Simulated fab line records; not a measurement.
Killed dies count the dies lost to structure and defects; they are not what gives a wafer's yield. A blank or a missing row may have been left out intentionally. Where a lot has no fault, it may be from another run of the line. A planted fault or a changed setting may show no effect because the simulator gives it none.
Problem report, 8D (eight disciplines) form, completed by code / flow nandHarc / the parts of the form that need people (team, actions taken, sign-off) are left out

== 1. PROBLEM STATEMENT ==
Mean of thkNm at NHARC_A_ONON_D1_THK_MEAS_27: 650 nm across 4 wafers in 2 lots; on wafers with no fault it is 1000 nm (standard deviation 9.4). That puts it -37 standard deviations away from the usual mean.
The step: measures by ellipsometry.
Seen first at day 12 17:35 on filmMetro-02, wafer L304.2. The record has a number at this step for 42 wafers belonging to 14 lots. The rule behind "out" and "out of limits": a value lying over 4 standard deviations away from the usual mean. All remaining wafers that have a number are taken as sound.

== 2. WHAT IT IS; WHAT IT IS NOT ==
question=which readings at this step | is=thkNm | is not=-
question=which lots | is=L301, L304 | is not=L295, L296, L297, L298, L302, L303, L307, L312, L314, L315, L317, L318
question=which wafers of those lots | is=L301.2, L301.4, L304.2, L304.4 | is not=L301.5, L304.1
question=read on which gauges | is=filmMetro-02 | is not=filmMetro-01
question=when | is=from day 12 17:35 | is not=up to then (19 sound wafers); but 19 sound wafers of L301, L307, L312, L314, L315, L317, L318 came after

== 3. SUSPECTS, AND WHAT RULES EACH OUT ==
Counting: a tool at a process step up to the reading stays a suspect if it ran every lot that is out. Sound lots after the first of them don't rule it out here, since some wafers of a struck lot are sound.
- the gauge at NHARC_A_ONON_D1_THK_MEAS_27 is ruled out. All the wafers that are out were read on filmMetro-02, but those of them that NHARC_END_SORT_01 has rows for are out there too, on other tools.
- pecvdOnon-04 at NHARC_A_ONON_D1_DEP_25 (target thk 1000 nm): kept. It ran every lot that is out, first L304 (day 12 17:05); its last sound lot up to then is L303 (day 12 08:19).
Left after counting: pecvdOnon-04 at NHARC_A_ONON_D1_DEP_25.

== 4. THE CAUSE (what the simulator had put in) ==
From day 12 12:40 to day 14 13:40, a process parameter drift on pecvdOnon-04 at NHARC_A_ONON_D1_DEP_25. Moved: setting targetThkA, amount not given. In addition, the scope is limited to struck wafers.
This tool alone remained once counting was done.

== 5. SEQUENCE OF EFFECTS, ordered by route ==
Each row: a reading whose mean over the struck wafers that have a number lies more than 3 standard deviations from the usual. Scope: only readings with a usual standard deviation given in the record; hours: median across lots of the time from each lot's start at the first step in this table that gives one to its start at this step; sigmas: change in usual standard deviations.
hours=0; step=NHARC_A_ONON_D1_THK_MEAS_27; reading=thkNm; usual=1000 nm; on struck wafers=650; change=-350; sigmas=-37
hours=420; step=NHARC_END_SORT_01; reading=killedAtArray; usual=54; on struck wafers=670; change=+616; sigmas=+34
hours=420; step=NHARC_END_SORT_01; reading=killedDies; usual=59; on struck wafers=677; change=+618; sigmas=+34

== 6. HOW IT WOULD HAVE BEEN CAUGHT EARLIER ==
Counted from the fault's start at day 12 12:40, it took 5 hours until the first out-of-limits reading at a measuring or inspecting step in this record, taken at day 12 17:35.
Each of the lots that are out, 2 in all, had begun NHARC_A_ONON_D1_DEP_25 on pecvdOnon-04 no later than day 12 17:35. A hold on the tool at that time would have spared none of them.
